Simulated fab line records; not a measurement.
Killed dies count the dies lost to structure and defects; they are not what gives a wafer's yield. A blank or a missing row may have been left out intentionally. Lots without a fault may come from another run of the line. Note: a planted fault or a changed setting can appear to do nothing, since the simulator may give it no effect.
Shared-tool check + flow n5Finfet + 30 wafers sampled across 13 lots

== WHAT PROMPTED THE OPENING ==
At N5_STI_FIN_REVEAL_INSPECT_13 the reading rawDefectCount is flagged on 3 of 13 lots. No-fault wafers: 10, standard deviation 5.
Rule: a lot is flagged in two cases, either no wafer of it has a number, or all its wafers with numbers fall more than 4 standard deviations from that mean. The other lots count as sound.

| lot  | measured    | on               | rawDefectCount, wafer by wafer | flag    |
|------|-------------|------------------|--------------------------------|---------|
| L815 | day 2 14:17 | defectInspect-01 | 12 19 9                        |         |
| L816 | day 2 19:37 | defectInspect-01 | 11 11                          |         |
| L817 | day 3 00:49 | defectInspect-02 | 9 11 15                        |         |
| L818 | day 3 07:55 | defectInspect-02 | 10 11 5                        |         |
| L819 | day 3 12:47 | defectInspect-01 | 9 21 4                         |         |
| L820 | day 3 18:33 | defectInspect-02 | 6 6                            |         |
| L821 | day 4 01:14 | defectInspect-02 | 12 10                          |         |
| L824 | day 4 19:26 | defectInspect-01 | 673                            | FLAGGED |
| L825 | day 5 01:36 | defectInspect-02 | 618                            | FLAGGED |
| L826 | day 5 08:50 | defectInspect-02 | 651                            | FLAGGED |
| L831 | day 6 14:35 | defectInspect-01 | 14 9 9                         |         |
| L833 | day 7 01:34 | defectInspect-02 | 11 10 14                       |         |
| L837 | day 8 03:00 | defectInspect-02 | 14 19 12                       |         |
On average the flagged lots read 647, which is +637 against the usual, or +99 or more standard deviations.

== EACH LOT AND THE TOOL IT RAN ON ==
2 process steps preceding the reading are held in the record, out of 1938 steps in the route. Cell contents, in order: the tool; ch with the chambers the sampled wafers went through; the start.
| lot  | flag    | N5_STI_FIN_REVEAL_STRIP_24       | N5_STI_FIN_REVEAL_RECESS_09      |
|------|---------|----------------------------------|----------------------------------|
| L815 |         | rieDiel-03 ch 0,1,2, day 2 11:17 | vaporEtch-02 ch 0,1, day 2 11:30 |
| L816 |         | rieDiel-04 ch 1,3, day 2 16:37   | vaporEtch-02 ch 0,1, day 2 16:50 |
| L817 |         | rieDiel-03 ch 0,1,2, day 2 21:49 | vaporEtch-02 ch 0,1, day 2 22:33 |
| L818 |         | rieDiel-02 ch 0,3, day 3 04:54   | vaporEtch-02 ch 0,1, day 3 05:07 |
| L819 |         | rieDiel-04 ch 1,2, day 3 09:44   | vaporEtch-01 ch 0,1, day 3 09:57 |
| L820 |         | rieDiel-02 ch 1,3, day 3 15:33   | vaporEtch-01 ch 0,1, day 3 16:18 |
| L821 |         | rieDiel-03 ch 1,3, day 3 22:12   | vaporEtch-01 ch 0,1, day 3 23:30 |
| L824 | FLAGGED | rieDiel-04 ch 3, day 4 16:17     | vaporEtch-02 ch 1, day 4 16:30   |
| L825 | FLAGGED | rieDiel-04 ch 3, day 4 22:36     | vaporEtch-02 ch 1, day 4 23:20   |
| L826 | FLAGGED | rieDiel-02 ch 0, day 5 05:49     | vaporEtch-02 ch 1, day 5 06:33   |
| L831 |         | rieDiel-03 ch 1,2,3, day 6 11:34 | vaporEtch-01 ch 0, day 6 11:47   |
| L833 |         | rieDiel-04 ch 0,2, day 6 22:23   | vaporEtch-01 ch 0,1, day 6 22:43 |
| L837 |         | rieDiel-02 ch 0,1, day 7 23:58   | vaporEtch-01 ch 0,1, day 8 00:10 |
These steps, and what they do:
- N5_STI_FIN_REVEAL_STRIP_24: strips in N2/H2, time 90 s.
- N5_STI_FIN_REVEAL_RECESS_09: chemistry HF/NH3, target SiO2, afs cycles 11, target depth 42.5 nm, sublimation time 60 s.
- N5_STI_FIN_REVEAL_INSPECT_13: inspects for defects (darkfield).

== FLAGGED AGAINST TOTAL, ONE TOOL AT A TIME (gauges that did the reading follow at the end) ==
| step                         | tool             | lots run | flagged | share of the flagged lots | sound lots run after its first flagged lot |
|------------------------------|------------------|----------|---------|---------------------------|--------------------------------------------|
| N5_STI_FIN_REVEAL_STRIP_24   | rieDiel-02       | 4        | 1       | some                      | 1 (L837)                                   |
| N5_STI_FIN_REVEAL_STRIP_24   | rieDiel-03       | 4        | 0       | none                      | -                                          |
| N5_STI_FIN_REVEAL_STRIP_24   | rieDiel-04       | 5        | 2       | some                      | 1 (L833)                                   |
| N5_STI_FIN_REVEAL_RECESS_09  | vaporEtch-01     | 6        | 0       | none                      | -                                          |
| N5_STI_FIN_REVEAL_RECESS_09  | vaporEtch-02     | 7        | 3       | all                       | 0                                          |
| N5_STI_FIN_REVEAL_INSPECT_13 | defectInspect-01 | 5        | 1       | some                      | 1 (L831)                                   |
| N5_STI_FIN_REVEAL_INSPECT_13 | defectInspect-02 | 8        | 2       | some                      | 2 (L833,L837)                              |

== WHAT IS ALLOWED BY THE TABLE ==
Rows of the table that ran each flagged lot: 1, that is vaporEtch-02 at N5_STI_FIN_REVEAL_RECESS_09.
- vaporEtch-02 at N5_STI_FIN_REVEAL_RECESS_09: 3 of its 7 lots flagged. Last sound lot L818 at day 3 05:07, first flagged lot L824 at day 4 16:30; a fault beginning in between fits.
vaporEtch-02 at N5_STI_FIN_REVEAL_RECESS_09 is the single tool remaining.

== WHAT THE SIMULATOR HAD PUT IN ==
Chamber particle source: vaporEtch-02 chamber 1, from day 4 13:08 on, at N5_STI_FIN_REVEAL_RECESS_09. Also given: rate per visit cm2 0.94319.
Shown lots that were struck: L824, L825, L826. This agrees with what the rule above found.
